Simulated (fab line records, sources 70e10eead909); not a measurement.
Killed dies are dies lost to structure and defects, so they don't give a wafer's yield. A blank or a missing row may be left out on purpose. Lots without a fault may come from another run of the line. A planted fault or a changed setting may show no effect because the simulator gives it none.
Which tool did it? | flow nand_harc | 24 lots, 72 wafers sampled, at 3 steps of a route of 1302

WHAT THE GAUGES READ, wafer by wafer
NHARC_A_SGD_CUT_INSPECT_11.
lot  | measured     | on                | raw_defect_count
L074 | day 19 17:32 | defect_inspect-01 | 57 65 68
L077 | day 20 03:22 | defect_inspect-01 | 65 60 54
L075 | day 20 03:35 | defect_inspect-02 | 63 61 53
L076 | day 20 07:43 | defect_inspect-01 | 18 17 8
L078 | day 20 07:26 | defect_inspect-01 | 14 9 17
L079 | day 21 12:29 | defect_inspect-02 | 105 121 100
L080 | day 21 17:44 | defect_inspect-02 | 100 103 93
L081 | day 22 03:32 | defect_inspect-02 | 78 50 80
L082 | day 23 07:06 | defect_inspect-02 | 65 69 79
L084 | day 23 16:08 | defect_inspect-02 | 65 74 59
L086 | day 23 16:27 | defect_inspect-01 | 30 36 31
L085 | day 23 16:17 | defect_inspect-02 | 40 59 68
L083 | day 23 20:23 | defect_inspect-01 | 16 37 28
L087 | day 25 05:24 | defect_inspect-01 | 54 52 59
L089 | day 25 02:33 | defect_inspect-02 | 38 47 40
L088 | day 25 03:06 | defect_inspect-02 | 27 21 23
L091 | day 25 23:44 | defect_inspect-01 | 51 41 47
L093 | day 26 23:24 | defect_inspect-02 | 85 88 66
L090 | day 26 20:28 | defect_inspect-01 | 90 81 87
L092 | day 27 10:29 | defect_inspect-02 | 13 14 13
L094 | day 27 16:26 | defect_inspect-02 | 47 51 51
L095 | day 27 23:39 | defect_inspect-01 | 20 20 26
L097 | day 28 16:49 | defect_inspect-01 | 20 23 29
L096 | day 28 13:36 | defect_inspect-02 | 47 52 56

WHICH TOOL RAN EACH LOT (tool, then ch and the chambers of the sampled wafers, then the start)
lot  | NHARC_A_STAIRCASE_DEP_322       | NHARC_A_STAIRCASE_CMP_152
L074 | pecvd-01 ch 0,2, day 18 11:31   | cmp-02 ch 2,3, day 19 14:47
L077 | pecvd-01 ch 0,2, day 18 21:50   | cmp-02 ch 0,3, day 20 00:31
L075 | pecvd-03 ch 0,1,2, day 18 22:01 | cmp-01 ch 0,2, day 20 00:49
L076 | pecvd-04 ch 0,1,2, day 19 06:16 | cmp-02 ch 0,1,2, day 20 05:06
L078 | pecvd-01 ch 1,2, day 19 06:16   | cmp-03 ch 1,3, day 20 04:48
L079 | pecvd-03 ch 1,2, day 20 10:53   | cmp-03 ch 0,3, day 21 09:51
L080 | pecvd-03 ch 0,1, day 20 16:20   | cmp-01 ch 1,2, day 21 15:05
L081 | pecvd-01 ch 0,1,2, day 21 01:59 | cmp-03 ch 0,3, day 22 01:00
L082 | pecvd-01 ch 1,2, day 22 06:34   | cmp-03 ch 1,3, day 23 04:28
L084 | pecvd-01 ch 0,2, day 22 15:40   | cmp-01 ch 0,2,3, day 23 13:24
L086 | pecvd-04 ch 0,2, day 22 15:46   | cmp-01 ch 1,2, day 23 13:42
L085 | pecvd-03 ch 0,1,2, day 22 16:01 | cmp-02 ch 1,2,3, day 23 13:26
L083 | pecvd-01 ch 0,1,2, day 22 16:14 | cmp-01 ch 1,2,3, day 23 17:34
L087 | pecvd-01 ch 1,2, day 24 02:22   | cmp-03 ch 0,2, day 25 02:46
L089 | pecvd-04 ch 0,1,2, day 24 02:28 | cmp-01 ch 1,2,3, day 24 23:58
L088 | pecvd-04 ch 0,1,2, day 24 06:22 | cmp-02 ch 0,1,3, day 25 00:00
L091 | pecvd-01 ch 0,1,2, day 24 23:13 | cmp-03 ch 0,2,3, day 25 21:05
L093 | pecvd-03 ch 0,1, day 25 19:15   | cmp-03 ch 1,3, day 26 20:46
L090 | pecvd-01 ch 0,1, day 25 19:20   | cmp-01 ch 2,3, day 26 17:56
L092 | pecvd-04 ch 0,1,2, day 26 03:56 | cmp-03 ch 1,2,3, day 27 07:53
L094 | pecvd-01 ch 0,1,2, day 26 14:34 | cmp-03 ch 0,1,3, day 27 13:48
L095 | pecvd-01 ch 0,1, day 26 20:54   | cmp-01 ch 0,2, day 27 21:03
L097 | pecvd-03 ch 0,1,2, day 27 12:49 | cmp-03 ch 0,1,2, day 28 14:11
L096 | pecvd-01 ch 0,2, day 27 13:02   | cmp-01 ch 0,2,3, day 28 10:58
- NHARC_A_STAIRCASE_DEP_322: deposits SiO2, target thk 7200 nm.
- NHARC_A_STAIRCASE_CMP_152: polishes.

WHAT THE TOOLS THEMSELVES READ (means of the sampled wafers that have a number; where no wafer has one, the mark that the record gives instead)
NHARC_A_STAIRCASE_DEP_322.
lot  | tool     | heater_power_w (W) | susceptor_temp_C (C)
L074 | pecvd-01 | 647                | 400.09
L077 | pecvd-01 | 655                | 400.01
L075 | pecvd-03 | 617                | 399.73
L076 | pecvd-04 | 661                | 400.25
L078 | pecvd-01 | 627                | 400.25
L079 | pecvd-03 | 635                | 399.83
L080 | pecvd-03 | 616                | 400.01
L081 | pecvd-01 | 621                | 399.83
L082 | pecvd-01 | 623                | 400.09
L084 | pecvd-01 | 667                | 399.93
L086 | pecvd-04 | 774                | 399.77
L085 | pecvd-03 | 699                | 399.97
L083 | pecvd-01 | 673                | 399.97
L087 | pecvd-01 | 634                | 399.94
L089 | pecvd-04 | 683                | 400.14
L088 | pecvd-04 | 712                | 399.90
L091 | pecvd-01 | 666                | 400.09
L093 | pecvd-03 | 586                | 400.02
L090 | pecvd-01 | 613                | 400.20
L092 | pecvd-04 | 680                | 399.93
L094 | pecvd-01 | 690                | 400.06
L095 | pecvd-01 | 612                | 400.21
L097 | pecvd-03 | 589                | 400.02
L096 | pecvd-01 | 646                | 400.03

NHARC_A_STAIRCASE_CMP_152.
lot  | tool   | motor_current_A (A) | slurry_filter_dp_kPa (kPa)
L074 | cmp-02 | 10.3                | 13.43
L077 | cmp-02 | 10.6                | 13.50
L075 | cmp-01 | 12.9                | 13.48
L076 | cmp-02 | 11.0                | 13.40
L078 | cmp-03 | 11.0                | 13.60
L079 | cmp-03 | 10.9                | 13.47
L080 | cmp-01 | 12.7                | 13.53
L081 | cmp-03 | 11.0                | 13.56
L082 | cmp-03 | 10.7                | 13.58
L084 | cmp-01 | 12.0                | 13.49
L086 | cmp-01 | 12.5                | 13.22
L085 | cmp-02 | 11.0                | 13.54
L083 | cmp-01 | 11.8                | 13.64
L087 | cmp-03 | 12.0                | 13.57
L089 | cmp-01 | 11.6                | 13.37
L088 | cmp-02 | 10.8                | 13.50
L091 | cmp-03 | 11.6                | 13.47
L093 | cmp-03 | 10.6                | 13.63
L090 | cmp-01 | 10.5                | 13.44
L092 | cmp-03 | 11.6                | 13.46
L094 | cmp-03 | 11.1                | 13.27
L095 | cmp-01 | 13.0                | 13.49
L097 | cmp-03 | 11.7                | 13.52
L096 | cmp-01 | 12.0                | 13.48

THE ANSWER, worked out from the rows above alone
Rule: what is usual is taken from the lots themselves. Put in order of their means at a reading, lots are off if they are a third of the lots or fewer, leave a main group of 4 or more, and stand apart from it by a gap of 3 or more times the standard deviation of the main group's means; of several such gaps the widest counts. A main group whose means are all the same, to the digits that the tables above print for the reading, isn't used. A lot without any number at a reading at which 4 lots or more have one is off too. The other lots that the step has rows for count as sound. The gauges are gone through in route order, then the tools' own readings, and for those a lot's mean is taken as printed above. The first step at which some lot is off is used, and at that step the reading that is off furthest; a lot without a number counts as furthest.
No lot is off at any reading shown: from this, nothing can be told.

WHAT THE SIMULATOR HAD PUT IN
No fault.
